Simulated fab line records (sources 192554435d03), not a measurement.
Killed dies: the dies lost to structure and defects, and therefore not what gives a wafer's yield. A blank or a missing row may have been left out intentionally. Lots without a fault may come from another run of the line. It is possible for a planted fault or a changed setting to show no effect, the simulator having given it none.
A lot that was struck, set against a sound lot | flow n5Finfet | 38 out of 1938 route steps
Sound: these wafers, L664.2, L664.3, L664.6. Struck: wafers L658.1, L658.3, L658.5. The cause is given at the end.
At each step with rows: each side's tool, then ch and its chambers, then its first start. Under that, the readings that differ: sound wafers | struck wafers | difference of the means | sigmas: that difference in standard deviations of wafers without a fault.
alike: readings whose means differ by less than 2 such deviations, and words and numbers that are the same on both sides. not compared: withheld readings, readings that some wafer has no value for, bounds like >300 that may hide the same value, and numbers for which the record gives no deviation and whose values overlap.
The two part at a step that has a row with sigmas, a row that says differs or no value, or rows on one side only. Numbers that don't overlap but have no deviation are shown without sigmas and don't part them. A reading that every wafer of one side lacks parts them only if that side has two wafers or more.

first, 12 steps without rows for these wafers: N5_STI_FIN_REVEAL_PRECLEAN_25 (cleans in SPM, time 90 s); N5_STI_FIN_REVEAL_PRECLEAN_26 (cleans in SC1, time 45 s); N5_STI_FIN_REVEAL_PRECLEAN_29 (cleans in DHF, time 30 s); N5_STI_FIN_REVEAL_SRD_12 (time 30 s); N5_STI_FIN_REVEAL_RECESS_09 (chemistry HF/NH3, target SiO2, afs cycles 11, target depth 42.5 nm, sublimation time 60 s); N5_STI_FIN_REVEAL_STRIP_16 (strips SiNx in H3PO4, target depth 23.8 nm); N5_STI_FIN_REVEAL_PRECLEAN_17 (cleans in NF3:NH3, afs cycles 1, time 20 s, sublimation time 60 s); N5_STI_FIN_REVEAL_ETCH_34 (etches Si in H2, material Si, target depth 0.97 nm); N5_STI_FIN_REVEAL_OXIDATION_31 (chemistry O2 PLASMA REMOTE, time 20 s); N5_STI_FIN_REVEAL_PRECLEAN_32 (cleans in NF3:NH3, afs cycles 1, time 20 s, sublimation time 60 s); N5_STI_FIN_REVEAL_STRIP_35 (strips Si3N4 in H3PO4, target depth 4 nm, time 39 s); N5_STI_FIN_REVEAL_SRD_21 (time 30 s).
N5_STI_FIN_REVEAL_OXIDATION_33: chemistry O2 PLASMA REMOTE, time 20 s.
  sound on plasmaAsher-01 ch 0,1, day 8 10:00; struck on plasmaAsher-02 ch 0,1, day 6 18:13
  no value came back on the struck wafers for chamberPressureMTorr (mTorr), drypumpMotorCurrentA (A), heaterPowerW (W), timeS (s); on the sound wafers chamberPressureMTorr (mTorr) reads 999.8 1000.2 999.9
  not compared: rfHoursCounterH
then, 2 steps without rows for these wafers: N5_STI_FIN_REVEAL_CLEAN_19 (cleans in O3/DIW, time 120 s); N5_STI_FIN_REVEAL_SRD_23 (time 30 s).
N5_STI_FIN_REVEAL_CD_MEAS_22: target cd 6.238 nm, pitch 28 nm.
  struck on cdSem-01, day 6 18:23; sound on cdSem-01, day 8 10:10
reading   | sound          | struck         | difference | sigmas
cdNm (nm) | 6.04 6.79 6.21 | 6.77 7.31 7.25 | +0.76      | +3
then, 20 steps without rows for these wafers: N5_STI_FIN_REVEAL_PRECLEAN_18 (cleans in SC2, time 45 s); N5_STI_FIN_REVEAL_SRD_28 (time 30 s); N5_DUMMY_GATE_PRECLEAN_00 (cleans in O3/DIW, time 60 s); N5_DUMMY_GATE_SRD_01 (time 30 s); N5_DUMMY_GATE_ALD_02 (deposits SiO2, target thk 2 nm, pulse time 1 s); N5_DUMMY_GATE_CVD_03 (deposits a-Si from SiH4, target thk 150 nm, time 8042 s); N5_DUMMY_GATE_PRECLEAN_46 (cleans in DIW, time 89.5 s); N5_DUMMY_GATE_SRD_47 (dry time 32 s); N5_DUMMY_GATE_CMP_04 (polishes a-Si); N5_DUMMY_GATE_HM_DEP_06 (deposits SiNx from DCS/NH3, target thk 80 nm, time 5141 s); N5_DUMMY_GATE_PECVD_30 (deposits SiO2 from TEOS/O2, target thk 55 nm, time 10.8 s); N5_DUMMY_GATE_COAT_34 (time 60 s, resist thk 60 nm); N5_DUMMY_GATE_COAT_35 (time 60 s, resist thk 10 nm); N5_DUMMY_GATE_COAT_28 (time 60 s, resist thk 10 nm); N5_DUMMY_GATE_COAT_09 (resist thk 30 nm); N5_DUMMY_GATE_EBR_11; N5_DUMMY_GATE_SOFTBAKE_10 (time 60 s); N5_DUMMY_GATE_EXPOSE_12 (exposes mask GATE, target cd 25 nm); N5_DUMMY_GATE_PEB_13 (peb time 60 s); N5_DUMMY_GATE_DEVELOP_14 (develop time 30 s).
-- the record jumps here: 5 days lie between the struck wafers' starts before and after (it left off in module DUMMY_GATE and takes up again in module BEOL_M4, whose first step shown is number 1111 of the route) --
N5_BEOL_M4_RC_MEAS_101:
  sound on prober-02 ch 0, day 14 14:11; struck on prober-01 ch 0, day 12 05:49
reading             | sound                      | struck                    | difference | sigmas
DIBL_N (mV/V)       | 36.8 34.6 33.5             | 39.6 42.7 41.4            | +6.3       | +3
DIBL_P (mV/V)       | 37.0 36.3 32.9             | 41.2 44.6 44.3            | +8.0       | +3
IOFF_N (nA/um)      | 0.18 0.15 0.12             | 0.30 0.42 0.38            | +0.22      | +6
IOFF_N_85C (nA/um)  | 3.5 3.1 2.6                | 5.2 6.8 6.3               | +3.0       | +5
IOFF_N_LIN (nA/um)  | 0.083 0.076 0.061          | 0.144 0.190 0.181         | +0.098     | +7
IOFF_N_LONG (nA/um) | 5.87e-05 5.61e-05 5.84e-05 | 7.6e-05 7.57e-05 7.39e-05 | +1.7e-05   | +7
IOFF_P (nA/um)      | 0.19 0.20 0.15             | 0.31 0.39 0.38            | +0.18      | +5
IOFF_P_85C (nA/um)  | 3.3 3.4 2.8                | 5.0 6.1 6.1               | +2.6       | +5
IOFF_P_LIN (nA/um)  | 0.091 0.096 0.080          | 0.157 0.186 0.186         | +0.087     | +6
ION_N (uA/um)       | 703 689 680                | 718 746 730               | +41        | +3
ION_P (uA/um)       | 462 468 463                | 476 489 492               | +21        | +2
REXT_N (ohm.um)     | 74.2 75.4 73.7             | 71.0 70.7 71.9            | -3.2       | -2
SS_P (mV/dec)       | 73.5 72.6 72.2             | 74.3 75.2 75.4            | +2.2       | +3
VT_N (mV)           | 248 247 251                | 238 237 237               | -11        | -3
VT_N_LONG (mV)      | 275.3 274.5 273.3          | 264.8 264.0 263.6         | -10.2      | -5
VT_N_LVT (mV)       | 98 97 102                  | 86 82 83                  | -15        | -4
VT_P (mV)           | -252 -252 -256             | -244 -242 -242            | +11        | +3
VT_P_LVT (mV)       | -103 -100 -104             | -94 -92 -91               | +10        | +3
  alike: REXT_P, SS_N
-- the record jumps here: 5 days lie between the struck wafers' starts before and after (it left off in module BEOL_M4 and takes up again in module PASSIVATION, whose first step shown is number 1936 of the route) --
N5_PASSIVATION_PROBE_49:
  struck on prober-01, day 16 19:37; sound on prober-01, day 19 06:06
reading                | sound          | struck          | difference | sigmas
sort_bin_4_leakage (%) | 0 0 0          | 0.08 17.80 7.71 | +8.53      | +99 or more
sortNPass              | 1091 1072 1065 | 1069 866 998    | -98        | -5
sortYieldPct (%)       | 92.5 90.8 90.3 | 90.6 73.4 84.6  | -8.3       | -5
  alike: defectLimitedYield, killed_at_M0_to_M3, killed_at_M4_up, killedAtContacts, killedAtFrontEnd, killedAtOther, killedDies, killedOpen, killedShort, sort_bin_5_function, sort_bin_6_memory

## WHERE THEY PART
Earliest at N5_STI_FIN_REVEAL_OXIDATION_33; latest, in this record, at N5_PASSIVATION_PROBE_49.

WHY: the cause the simulator had injected
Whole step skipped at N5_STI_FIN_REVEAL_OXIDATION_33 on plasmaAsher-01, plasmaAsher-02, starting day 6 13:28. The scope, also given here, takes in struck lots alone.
